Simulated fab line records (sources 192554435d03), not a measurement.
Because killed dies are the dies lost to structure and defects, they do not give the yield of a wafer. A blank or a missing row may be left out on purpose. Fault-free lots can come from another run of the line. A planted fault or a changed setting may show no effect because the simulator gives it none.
fab line records    flow n5Finfet    part 1 of 2: steps 1 to 4 of 6
record lots=21  wafers=63  lastDay=18
route steps=1938 shown PMOS_HMC_CHANNEL_EPI@57 FIN_SAQP@126 FIN_CUT@169
lots that met no fault: from a run of the same line without faults
startH: hours from the record's first day to the start of the lot's first wafer shown    waitH: time in hours since the lot's previous step    " repeats the value in the row above    L1.1+2: a single row standing in for several wafers    - no value, or no start given    * or withheld: withheld    < > ~ a bound
route shown NAME@n: a module of which the file shows steps, and the number in the route of the first    usual: mean/standard deviation taken from wafers without a fault    same: alike in all rows    chamber/n: place in a boat    sites: the reading at each site    _std_site: the standard deviation of these    _edge_site: inner sites' mean taken away from outer sites' mean    radiusMm: how far each site lies from the wafer's centre    mask NAME#n: copy n    behind: the most recent tool/chamber to have shaped the wafer    hold: why the lot went on hold/how many hours it stayed there/how the hold came to an end    device: transistor that didn't switch, given as n, p or np    end of line: the same wafers' tests at the end of the route    a step without rows: its recipe alone    killed: dies that structure and defects cost at the first sort, which is not the same as the wafer's yield    map: dies across one wafer; x = killed, . = not, _ = none there
set.NAME: the setting as run; set.NAME@STEP: as run at that earlier step    model.NAME: the simulator's own value behind a step, which no gauge read
route steps across a sampled set of lots; one table per step, one row per wafer
services: from which hour (startH, from the record's first day; less than 0 if before it) a tool's chamber was out of use, for how many hours, and why
## steps
# step N5_PMOS_HMC_CHANNEL_EPI_HM_DEP_34
# recipe material=SiO2  targetThkA=360  tempC=400  precursor=TEOS/O2  pressureTorr=6.5  rfW=900  teosFlowSccm=161.4  gas=O2  flowSccm=2650  timeS=6.9
# usual heaterPowerOuterW=322/74  heaterPowerW=572/90  showerheadPlenumPTorr=8.35/0.032  throttleValvePct=19.0/1.1
lot.wafer  tool      chamber  startH  waitH  heaterPowerOuterW  heaterPowerW  showerheadPlenumPTorr  sinceWetCleanH  throttleValvePct
L075.1     pecvd-01  1        22.88   0.0    268                543           8.32                   1271            19.4
L075.4     "         1        "       "      271                532           8.30                   -               19.7
L075.5     "         2        "       "      259                526           8.39                   -               21.0
L076.1     pecvd-03  2        28.96   0.0    374                668           8.31                   160             17.9
L076.2     "         1        "       "      371                599           8.41                   1639            18.7
L076.4     "         0        "       "      422                697           8.35                   -               18.7
L077.2     pecvd-03  2        35.03   0.0    386                677           8.29                   166             17.6
L077.5     "         1        "       "      359                568           8.40                   -               18.6
L077.6     "         2        "       "      387                687           8.29                   -               18.0
L078.3     pecvd-02  1        40.62   0.0    210                409           8.31                   1832            18.1
L078.5     "         1        "       "      211                401           8.32                   -               18.0
L078.6     "         0        "       "      380                603           8.35                   -               19.1
L080.3     pecvd-02  0        52.70   0.0    402                620           8.36                   1119            19.2
L080.5     "         2        "       "      356                601           8.38                   -               17.5
L080.6     "         0        "       "      406                632           8.37                   -               19.0
L081.1     pecvd-02  1        58.96   0.0    243                450           8.33                   1850            18.1
L081.3     "         2        "       "      352                601           8.37                   344             17.6
L081.5     "         1        "       "      241                435           8.32                   -               18.1
L082.1     pecvd-03  1        64.90   0.0    397                651           8.41                   1675            18.8
L082.4     "         1        "       "      412                630           8.40                   -               18.8
L082.5     "         0        "       "      420                704           8.38                   -               18.9
L083.2     pecvd-01  1        70.77   0.0    251                515           8.32                   1318            19.7
L083.5     "         2        "       "      294                579           8.40                   -               21.2
L083.6     "         0        "       "      366                643           8.33                   -               19.7
L084.2     pecvd-01  2        76.59   0.0    300                580           8.39                   2049            21.0
L084.3     "         1        "       "      272                535           8.32                   1324            19.7
L084.6     "         1        "       "      268                522           8.32                   -               19.8
L085.1     pecvd-02  0        83.39   0.0    378                593           8.35                   1150            18.9
L085.5     "         1        "       "      247                451           8.32                   -               18.1
L085.6     "         0        "       "      375                599           8.35                   -               18.8
L086.1     pecvd-03  0        90.30   0.0    358                623           8.35                   975             19.3
L086.2     "         1        "       "      352                576           8.42                   1700            18.8
L086.3     "         2        "       "      338                634           8.31                   221             18.1
L087.1     pecvd-02  2        94.57   0.0    367                607           8.39                   380             17.5
L087.3     "         1        "       "      206                413           8.34                   1886            18.1
L087.5     "         1        "       "      211                406           8.32                   -               18.0
L088.2     pecvd-03  0        100.95  0.0    409                681           8.33                   986             19.3
L088.3     "         1        "       "      309                515           8.42                   1711            18.7
L088.5     "         0        "       "      411                703           8.36                   -               18.9
L089.1     pecvd-01  2        106.56  0.0    219                446           8.36                   2079            21.0
L089.2     "         1        "       "      191                440           8.33                   1354            19.8
L089.5     "         1        "       "      197                426           8.32                   -               19.8
L091.2     pecvd-01  1        119.10  0.0    197                427           8.34                   1367            19.7
L091.4     "         0        "       "      361                640           8.33                   -               20.0
L091.5     "         2        "       "      291                556           8.38                   -               20.9
L092.2     pecvd-03  0        125.22  0.0    408                692           8.35                   1010            18.8
L092.3     "         0        "       "      405                694           8.34                   -               19.1
L092.5     "         0        "       "      410                685           8.36                   -               18.9
L093.1     pecvd-01  0        131.14  0.0    367                669           8.34                   654             20.1
L093.3     "         2        "       "      261                518           8.36                   2104            21.0
L093.6     "         1        "       "      191                426           8.33                   -               19.5
L094.2     pecvd-03  1        136.99  0.0    317                516           8.40                   1747            18.7
L094.3     "         0        "       "      394                670           8.34                   1022            19.0
L094.5     "         0        "       "      400                690           8.35                   -               18.7
L095.3     pecvd-02  1        143.02  0.0    195                374           8.31                   1934            17.9
L095.4     "         1        "       "      192                389           8.32                   -               18.1
L095.5     "         0        "       "      450                675           8.37                   -               19.1
L096.3     pecvd-02  2        149.10  0.0    295                508           8.34                   -               17.6
L096.4     "         0        "       "      459                707           8.35                   -               19.2
L096.5     "         0        "       "      459                684           8.34                   -               18.8
L097.1     pecvd-01  1        155.27  0.0    226                480           8.33                   1403            19.6
L097.2     "         2        "       "      311                574           8.36                   2128            21.0
L097.3     "         0        "       "      354                647           8.33                   678             20.1
# step N5_PMOS_HMC_CHANNEL_EPI_ETCH_38
# recipe chemistry=CF4  target=SiO2  targetDepthA=15  ionEnergyEv=350  pressureMtorr=10  icpW=800  biasW=400  cf4FlowSccm=80
# usual drypumpMotorCurrentA=5.6/0.38  oesProductAu=0.994/0.015  throttleValvePct=21.82/0.25
lot.wafer  tool      chamber  startH  waitH  drypumpMotorCurrentA  oesProductAu  rfHoursCounterH  throttleValvePct
L075.1     rieSi-06  3        26.73   0.0    5.5                   0.983         119              22.01
L075.4     "         1        "       "      5.6                   1.018         2                21.51
L075.5     "         0        "       "      5.9                   0.991         -                21.84
L076.1     rieSi-06  3        29.92   0.0    5.5                   0.999         119              22.00
L076.2     "         1        "       "      5.6                   1.009         2                21.50
L076.4     "         2        "       "      5.5                   1.012         6                22.02
L077.2     rieSi-02  2        36.28   0.0    5.5                   0.992         120              21.94
L077.5     "         0        "       "      6.3                   1.005         -                21.61
L077.6     "         3        "       "      5.9                   1.018         -                21.27
L078.3     rieSi-04  1        41.42   0.0    4.9                   0.976         143              21.73
L078.5     "         1        "       "      4.9                   0.971         -                21.74
L078.6     "         2        "       "      5.4                   0.988         -                21.92
L080.3     rieSi-06  3        53.51   0.0    5.5                   0.995         119              21.97
L080.5     "         0        "       "      5.9                   1.005         -                21.83
L080.6     "         3        "       "      5.5                   0.993         -                21.98
L081.1     rieSi-04  0        59.89   0.0    5.7                   0.985         157              22.22
L081.3     "         3        "       "      5.7                   0.981         120              21.85
L081.5     "         0        "       "      5.7                   0.977         -                22.22
L082.1     rieSi-02  1        65.70   0.0    5.5                   1.009         86               21.64
L082.4     "         2        "       "      5.5                   0.978         120              21.93
L082.5     "         0        "       "      6.3                   1.004         -                21.60
L083.2     rieSi-02  3        71.70   0.0    5.9                   1.014         34               21.30
L083.5     "         1        "       "      5.5                   1.009         -                21.63
L083.6     "         2        "       "      5.5                   0.988         -                21.93
L084.2     rieSi-04  1        77.52   0.0    4.8                   0.973         144              21.73
L084.3     "         3        "       "      5.7                   0.984         121              21.84
L084.6     "         0        "       "      5.8                   0.986         -                22.22
L085.1     rieSi-06  1        84.56   0.0    5.6                   1.006         3                21.51
L085.5     "         1        "       "      5.6                   1.026         -                21.52
L085.6     "         2        "       "      5.6                   1.015         -                22.03
L086.1     rieSi-02  3        91.24   0.0    5.9                   0.999         34               21.28
L086.2     "         1        "       "      5.5                   1.006         86               21.64
L086.3     "         0        "       "      6.3                   1.012         24               21.60
L087.1     rieSi-04  2        95.39   0.0    5.4                   0.987         7                21.92
L087.3     "         3        "       "      5.7                   1.003         121              21.84
L087.5     "         1        "       "      4.9                   0.986         -                21.74
L088.2     rieSi-02  3        101.75  0.0    5.9                   1.026         34               21.29
L088.3     "         0        "       "      6.3                   1.008         24               21.59
L088.5     "         2        "       "      5.5                   0.967         -                21.94
L089.1     rieSi-04  0        107.49  0.0    5.7                   0.997         158              22.21
L089.2     "         3        "       "      5.7                   0.990         121              21.85
L089.5     "         1        "       "      4.9                   0.970         -                21.74
L091.2     rieSi-04  1        120.03  0.0    4.9                   0.969         145              21.73
L091.4     "         2        "       "      5.4                   0.998         8                21.92
L091.5     "         0        "       "      5.7                   0.990         -                22.22
L092.2     rieSi-04  1        126.16  0.0    4.9                   0.967         145              21.72
L092.3     "         0        "       "      5.8                   0.987         159              22.22
L092.5     "         1        "       "      4.9                   0.976         -                21.72
L093.1     rieSi-04  1        131.94  0.0    4.9                   0.970         145              21.76
L093.3     "         2        "       "      5.4                   0.990         8                21.93
L093.6     "         0        "       "      5.8                   0.974         -                22.22
L094.2     rieSi-04  1        137.91  0.0    4.9                   0.972         145              21.75
L094.3     "         0        "       "      5.7                   0.988         159              22.23
L094.5     "         1        "       "      4.9                   0.973         -                21.74
L095.3     rieSi-04  3        143.97  0.0    5.7                   0.992         122              21.86
L095.4     "         1        "       "      4.9                   0.968         145              21.74
L095.5     "         2        "       "      5.4                   0.995         -                21.94
L096.3     rieSi-02  2        150.03  0.0    5.5                   0.984         122              21.93
L096.4     "         3        "       "      5.9                   1.015         35               21.29
L096.5     "         3        "       "      5.9                   1.008         -                21.28
L097.1     rieSi-06  2        156.44  0.0    5.5                   1.024         8                22.04
L097.2     "         0        "       "      6.0                   1.002         190              21.84
L097.3     "         1        "       "      5.6                   1.023         4                21.51
# step N5_FIN_SAQP_SPACER1_ETCHBACK_25
# recipe chemistry=CHF3/O2  mode=anisotropicEtchback  target=SiO2  targetDepthA=244  timeS=12.2  pressureMtorr=30  sourceW=650  biasW=170  Ar_flow_sccm=200  CHF3_flow_sccm=50  O2_flow_sccm=5  ionEnergyEv=200
# usual drypumpMotorCurrentA=5.8/0.37  oesProductAu=0.76/0.073  rfVppV=524/4.8  showerheadPlenumPTorr=2.38/0.06  throttleValvePct=19.01/0.21
lot.wafer  tool        chamber  startH  waitH  drypumpMotorCurrentA  oesProductAu  rfHoursCounterH  rfVppV  showerheadPlenumPTorr  throttleValvePct
L075.1     rieDiel-02  0        32.94   0.4    5.9                   0.75          165              520     2.30                   18.98
L075.4     "           3        "       "      6.1                   0.75          148              520     2.32                   19.34
L075.5     "           0        "       "      5.9                   0.75          -                520     2.30                   18.98
L076.1     rieDiel-05  0        36.03   0.4    5.6                   0.93          16               522     2.36                   18.64
L076.2     "           1        "       "      5.1                   0.69          223              528     2.38                   18.98
L076.4     "           3        "       "      5.7                   0.75          167              516     2.41                   18.90
L077.2     rieDiel-06  3        42.26   0.4    6.2                   0.80          121              526     2.34                   18.93
L077.5     "           3        "       "      6.2                   0.79          -                525     2.34                   18.93
L077.6     "           2        "       "      5.9                   0.70          -                522     2.39                   18.79
L078.3     rieDiel-06  3        47.23   0.4    6.2                   0.80          123              524     2.34                   18.95
L078.5     "           3        "       "      6.2                   0.80          -                524     2.34                   18.95
L078.6     "           2        "       "      5.9                   0.70          -                522     2.39                   18.81
L080.3     rieDiel-05  2        60.96   0.4    6.3                   0.70          215              523     2.48                   19.22
L080.5     "           3        "       "      5.7                   0.74          -                517     2.40                   18.92
L080.6     "           0        "       "      5.6                   0.92          -                522     2.36                   18.66
L081.1     rieDiel-06  0        65.91   0.4    5.8                   0.68          239              527     2.37                   19.16
L081.3     "           3        "       "      6.1                   0.80          129              522     2.33                   18.95
L081.5     "           2        "       "      5.9                   0.69          -                523     2.38                   18.81
L082.1     rieDiel-05  3        71.62   0.4    5.8                   0.75          180              516     2.40                   18.91
L082.4     "           2        "       "      6.2                   0.70          219              521     2.48                   19.21
L082.5     "           0        "       "      5.7                   0.91          -                522     2.36                   18.65
L083.2     rieDiel-06  0        77.52   0.4    5.8                   0.67          241              530     2.37                   19.15
L083.5     "           0        "       "      5.8                   0.68          -                530     2.37                   19.14
L083.6     "           1        "       "      6.0                   0.77          -                529     2.41                   19.01
L084.2     rieDiel-02  0        83.75   0.4    5.9                   0.72          179              519     2.30                   19.00
L084.3     "           1        "       "      5.0                   0.73          153              521     2.32                   18.85
L084.6     "           0        "       "      5.9                   0.73          -                519     2.30                   18.98
L085.1     rieDiel-06  2        92.88   0.4    5.9                   0.69          238              522     2.38                   18.81
L085.5     "           0        "       "      5.8                   0.67          -                528     2.37                   19.15
L085.6     "           1        "       "      6.0                   0.77          -                528     2.41                   19.03
L086.1     rieDiel-05  0        96.97   0.4    5.6                   0.90          33               523     2.35                   18.67
L086.2     "           3        "       "      5.7                   0.73          189              517     2.40                   18.94
L086.3     "           2        "       "      6.2                   0.69          228              521     2.48                   19.23
L087.1     rieDiel-06  0        101.41  0.4    5.8                   0.68          250              528     2.36                   19.15
L087.3     "           3        "       "      6.2                   0.77          140              524     2.33                   18.98
L087.5     "           2        "       "      5.9                   0.69          -                522     2.38                   18.83
L088.2     rieDiel-05  0        109.65  0.4    5.6                   0.88          37               522     2.35                   18.68
L088.3     "           2        "       "      6.2                   0.69          233              521     2.47                   19.23
L088.5     "           2        "       "      6.2                   0.69          -                521     2.47                   19.25
L089.1     rieDiel-02  0        113.43  0.4    5.8                   0.72          189              519     2.29                   18.98
L089.2     "           2        "       "      6.1                   0.77          160              533     2.50                   19.30
L089.5     "           1        "       "      5.0                   0.74          -                521     2.32                   18.88
L091.2     rieDiel-02  0        126.56  0.4    5.9                   0.70          195              519     2.29                   19.01
L091.4     "           3        "       "      6.1                   0.72          180              518     2.31                   19.42
L091.5     "           2        "       "      6.2                   0.76          -                534     2.50                   19.32
L092.2     rieDiel-02  2        132.16  0.4    6.2                   0.75          166              534     2.50                   19.32
L092.3     "           3        "       "      6.1                   0.71          182              520     2.31                   19.41
L092.5     "           3        "       "      6.1                   0.72          -                520     2.31                   19.41
L093.1     rieDiel-05  3        137.66  0.4    5.8                   0.71          204              518     2.39                   18.98
L093.3     "           2        "       "      6.3                   0.68          244              521     2.47                   19.26
L093.6     "           0        "       "      5.7                   0.88          -                521     2.35                   18.70
L094.2     rieDiel-02  2        145.56  0.4    6.2                   0.76          171              532     2.50                   19.33
L094.3     "           1        "       "      5.0                   0.73          174              520     2.31                   18.90
L094.5     "           3        "       "      6.1                   0.72          -                520     2.31                   19.41
L095.3     rieDiel-02  3        150.51  0.4    6.1                   0.73          185              519     2.31                   19.41
L095.4     "           1        "       "      5.0                   0.73          176              520     2.31                   18.89
L095.5     "           3        "       "      6.1                   0.73          -                520     2.31                   19.42
L096.3     rieDiel-05  1        156.00  0.4    5.1                   0.96          11               526     2.37                   18.64
L096.4     "           0        "       "      5.6                   0.86          -                520     2.34                   18.71
L096.5     "           1        "       "      5.1                   0.96          -                526     2.37                   18.67
L097.1     rieDiel-06  1        162.65  0.4    6.0                   0.74          163              528     2.40                   19.07
L097.2     "           0        "       "      5.8                   0.95          14               529     2.36                   18.74
L097.3     "           2        "       "      5.9                   0.97          6                522     2.37                   18.45
# step N5_FIN_CUT_ETCH_21
# recipe chemistry=N2/H2  target=SOC  targetDepthA=2190  overetchA=438  maskMaterial=SiARC  tempC=40  ionEnergyEv=100  biasW=61  timeS=523.5  pressureMtorr=30  sourceW=850  n2FlowSccm=200  h2FlowSccm=200
# usual drypumpMotorCurrentA=5.6/0.42  h2FlowSccm=200.1/0.59  n2FlowSccm=200.0/0.57  oesProductAu=0.73/0.092  rfVppV=240.9/1.4  showerheadPlenumPTorr=2.55/0.097  throttleValvePct=17.81/0.2
lot.wafer  tool        chamber  startH  waitH  drypumpMotorCurrentA  h2FlowSccm  n2FlowSccm  oesProductAu  rfHoursCounterH  rfVppV  showerheadPlenumPTorr  throttleValvePct
L075.1     rieDiel-04  3        36.09   0.0    6.5                   199.9       200.6       0.68          176              239.4   2.43                   17.80
L075.4     "           0        "       "      5.8                   200.6       199.9       0.65          202              241.8   2.63                   17.92
L075.5     "           0        "       "      5.8                   200.8       200.0       0.65          -                242.9   2.63                   17.91
L076.1     rieDiel-03  0        38.92   0.0    5.2                   200.3       199.5       0.67          194              240.1   2.42                   17.98
L076.2     "           2        "       "      5.4                   200.6       199.9       0.81          44               242.7   2.69                   17.98
L076.4     "           0        "       "      5.2                   200.0       199.1       0.67          -                240.6   2.43                   17.97
L077.2     rieDiel-03  1        45.68   0.0    5.9                   199.4       199.0       0.90          1                240.8   2.60                   17.58
L077.5     "           0        "       "      5.3                   200.6       199.4       0.67          -                238.9   2.42                   18.00
L077.6     "           3        "       "      4.7                   199.7       200.5       0.86          -                238.8   2.50                   17.88
L078.3     rieDiel-01  3        50.55   0.0    5.4                   201.5       200.2       0.89          2                242.6   2.61                   17.62
L078.5     "           3        "       "      5.4                   200.6       199.4       0.89          -                241.7   2.61                   17.61
L078.6     "           2        "       "      5.6                   199.5       200.2       0.66          -                240.3   2.53                   17.98
L080.3     rieDiel-01  2        64.29   0.0    5.5                   201.2       200.7       0.66          210              241.2   2.52                   17.99
L080.5     "           2        "       "      5.5                   201.0       199.5       0.65          -                242.2   2.52                   17.97
L080.6     "           0        "       "      5.1                   200.8       200.4       0.85          -                243.2   2.71                   17.84
L081.1     rieDiel-01  0        68.76   0.0    5.1                   200.2       199.6       0.85          17               242.1   2.71                   17.80
L081.3     "           3        "       "      5.4                   200.2       199.8       0.87          8                242.6   2.60                   17.62
L081.5     "           2        "       "      5.6                   198.9       200.4       0.65          -                240.1   2.52                   17.98
L082.1     rieDiel-03  1        74.77   0.0    5.9                   200.2       199.6       0.86          9                241.5   2.59                   17.59
L082.4     "           0        "       "      5.3                   200.1       200.4       0.66          204              239.2   2.42                   17.96
L082.5     "           0        "       "      5.2                   201.4       198.9       0.66          -                240.3   2.42                   17.98
L083.2     rieDiel-04  1        80.44   0.0    5.7                   199.6       200.3       0.80          47               240.2   2.48                   17.49
L083.5     "           0        "       "      5.8                   199.9       199.3       0.64          -                242.1   2.62                   17.92
L083.6     "           1        "       "      5.7                   199.9       198.9       0.80          -                240.0   2.48                   17.49
L084.2     rieDiel-04  2        86.61   0.0    5.8                   200.4       199.6       0.65          199              241.7   2.62                   17.95
L084.3     "           3        "       "      6.5                   199.1       200.5       0.68          189              239.1   2.42                   17.84
L084.6     "           3        "       "      6.5                   199.5       199.9       0.68          -                238.4   2.42                   17.83
L085.1     rieDiel-04  3        97.53   0.0    6.4                   200.0       198.7       0.67          192              238.4   2.42                   17.83
L085.5     "           1        "       "      5.8                   199.3       198.8       0.79          -                240.5   2.48                   17.50
L085.6     "           0        "       "      5.8                   200.3       201.2       0.64          -                240.3   2.62                   17.96
L086.1     rieDiel-03  1        100.33  0.0    5.9                   200.2       200.2       0.84          16               242.0   2.59                   17.60
L086.2     "           2        "       "      5.4                   200.1       200.0       0.79          60               243.7   2.69                   17.99
L086.3     "           0        "       "      5.2                   200.1       200.4       0.66          211              239.9   2.42                   17.98
L087.1     rieDiel-01  1        104.34  0.0    6.0                   200.7       200.2       0.85          8                243.8   2.71                   17.26
L087.3     "           3        "       "      5.4                   200.8       199.2       0.83          21               240.7   2.60                   17.65
L087.5     "           3        "       "      5.4                   199.8       200.2       0.83          -                241.9   2.60                   17.66
L088.2     rieDiel-04  3        113.03  0.0    6.5                   199.5       199.5       0.67          196              239.3   2.42                   17.84
L088.3     "           2        "       "      5.8                   199.7       199.1       0.66          206              241.8   2.62                   17.95
L088.5     "           0        "       "      5.8                   199.5       200.3       0.64          -                241.6   2.62                   17.96
L089.1     rieDiel-04  3        116.72  0.0    6.5                   200.3       198.7       0.67          198              239.6   2.42                   17.83
L089.2     "           0        "       "      5.8                   199.3       201.1       0.64          224              241.8   2.62                   17.96
L089.5     "           2        "       "      5.8                   199.2       200.7       0.65          -                242.1   2.62                   17.94
L091.2     rieDiel-01  0        129.50  0.0    5.1                   200.6       199.6       0.82          31               244.0   2.70                   17.82
L091.4     "           1        "       "      6.0                   200.6       199.9       0.83          16               242.2   2.71                   17.27
L091.5     "           2        "       "      5.5                   201.5       199.6       0.64          -                239.7   2.51                   18.03
L092.2     rieDiel-03  0        135.13  0.0    5.3                   199.7       199.8       0.65          221              240.1   2.41                   18.02
L092.3     "           1        "       "      5.9                   200.8       199.6       0.83          26               241.1   2.58                   17.65
L092.5     "           3        "       "      4.8                   199.5       199.9       0.81          -                240.0   2.49                   17.93
L093.1     rieDiel-04  3        140.51  0.0    6.5                   199.9       199.8       0.67          203              239.0   2.41                   17.84
L093.3     "           1        "       "      5.7                   199.9       200.5       0.77          59               239.6   2.48                   17.51
L093.6     "           1        "       "      5.7                   200.7       200.1       0.77          -                240.8   2.48                   17.53
L094.2     rieDiel-04  0        148.80  0.0    5.8                   198.8       200.0       0.63          234              239.9   2.61                   17.97
L094.3     "           1        "       "      5.7                   200.1       200.1       0.78          61               237.5   2.48                   17.50
L094.5     "           0        "       "      5.8                   200.3       201.0       0.63          -                241.5   2.61                   17.98
L095.3     rieDiel-03  3        153.71  0.0    4.7                   200.0       200.2       0.79          42               240.6   2.48                   17.91
L095.4     "           3        "       "      4.7                   200.1       200.2       0.80          -                239.8   2.48                   17.93
L095.5     "           0        "       "      5.2                   200.1       200.5       0.65          -                238.4   2.41                   18.04
L096.3     rieDiel-01  1        158.85  0.0    6.0                   200.2       199.6       0.81          24               242.7   2.70                   17.27
L096.4     "           0        "       "      5.1                   200.1       200.5       0.81          39               242.1   2.70                   17.85
L096.5     "           2        "       "      5.6                   199.6       199.5       0.64          -                240.6   2.51                   18.03
L097.1     rieDiel-04  3        166.52  0.0    6.5                   200.3       200.2       0.67          210              238.7   2.41                   17.85
L097.2     "           1        "       "      5.8                   200.5       199.6       0.78          65               239.9   2.48                   17.53
L097.3     "           2        "       "      5.8                   199.9       200.0       0.63          222              241.1   2.61                   17.96
